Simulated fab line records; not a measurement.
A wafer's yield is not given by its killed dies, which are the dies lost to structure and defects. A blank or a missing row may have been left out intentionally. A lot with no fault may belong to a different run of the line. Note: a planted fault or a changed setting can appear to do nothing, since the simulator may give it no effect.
Matching of chambers | flow nand harc | NHARC_P_STI_ETCH_15 on rie si-03: 4 sister chambers
The step etches the open film in HBr/Cl2, target depth 300 nm, time 100.1 s. 14 wafers are shown with their chamber, then 7 later ones without.

WAFERS, EACH WITH ITS CHAMBER
wafer  | chamber | drypump motor current A (A) | oes product au (a.u.) | rf fwd power W (W)
L854.1 | 0       | 6.0                         | 1.000                 | 398.1
L854.4 | 3       | 5.3                         | 1.007                 | 396.5
L854.5 | 0       | 6.0                         | 0.998                 | 398.7
L856.1 | 2       | 5.0                         | 1.010                 | 397.4
L856.3 | 3       | 5.3                         | 1.011                 | 398.3
L856.6 | 1       | 5.2                         | 1.003                 | 395.7
L857.1 | 2       | 4.9                         | 1.008                 | 398.9
L857.4 | 3       | 5.3                         | 1.020                 | 395.8
L857.5 | 0       | 6.0                         | 1.014                 | 395.9
L859.3 | 1       | 5.2                         | 0.990                 | 395.0
L859.5 | 1       | 5.2                         | 0.996                 | 396.7
L859.6 | 2       | 5.0                         | 1.000                 | 398.3
L860.2 | 0       | 6.0                         | 1.004                 | 397.9
L860.4 | 2       | 4.9                         | 1.004                 | 398.0

SIGNATURES (means of the wafers above)
reading                 | chamber 0 | chamber 1 | chamber 2 | chamber 3 | scatter within a chamber
drypump motor current A | 6.000     | 5.200     | 4.950     | 5.300     | 0.0316
oes product au          | 1.00400   | 0.99633   | 1.00550   | 1.01267   | 0.0062
rf fwd power W          | 397.650   | 395.800   | 398.150   | 396.867   | 1.02
Rule: for each reading, subtract the chamber's mean from the wafer's reading, divide by that reading's scatter and square the result; add these up over the readings and take the root, which gives the wafer's distance from the chamber. If the next closest chamber is less than 2 further off than the closest, the wafer can't be placed; otherwise it belongs to the closest. The scatter: the root of (the sum of the squares of (reading less its chamber's mean) over the shown wafers, divided by (wafers less chambers)).

WAFERS WHOSE CHAMBER IS MISSING
wafer  | drypump motor current A (A) | oes product au (a.u.) | rf fwd power W (W)
L860.5 | 5.3                         | 0.995                 | 395.8
L864.2 | 6.0                         | 1.008                 | 395.0
L864.4 | 5.3                         | 1.010                 | 399.0
L864.5 | 5.0                         | 1.011                 | 398.9
L865.2 | 5.2                         | 0.985                 | 396.2
L865.3 | 4.9                         | 1.006                 | 398.3
L865.5 | 6.0                         | 1.002                 | 396.7

WHICH CHAMBER EACH ONE RAN IN
wafer  | from the rows above     | in truth
L860.5 | can't be placed: 3 or 1 | 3
L864.2 | 0                       | 0
L864.4 | 3                       | 3
L864.5 | 2                       | 2
L865.2 | 1                       | 1
L865.3 | 2                       | 2
L865.5 | 0                       | 0
Placed correctly: 6 of 7. Not placeable from these rows: 1 (in 1, the candidates include the true chamber). Number placed wrongly: 0.
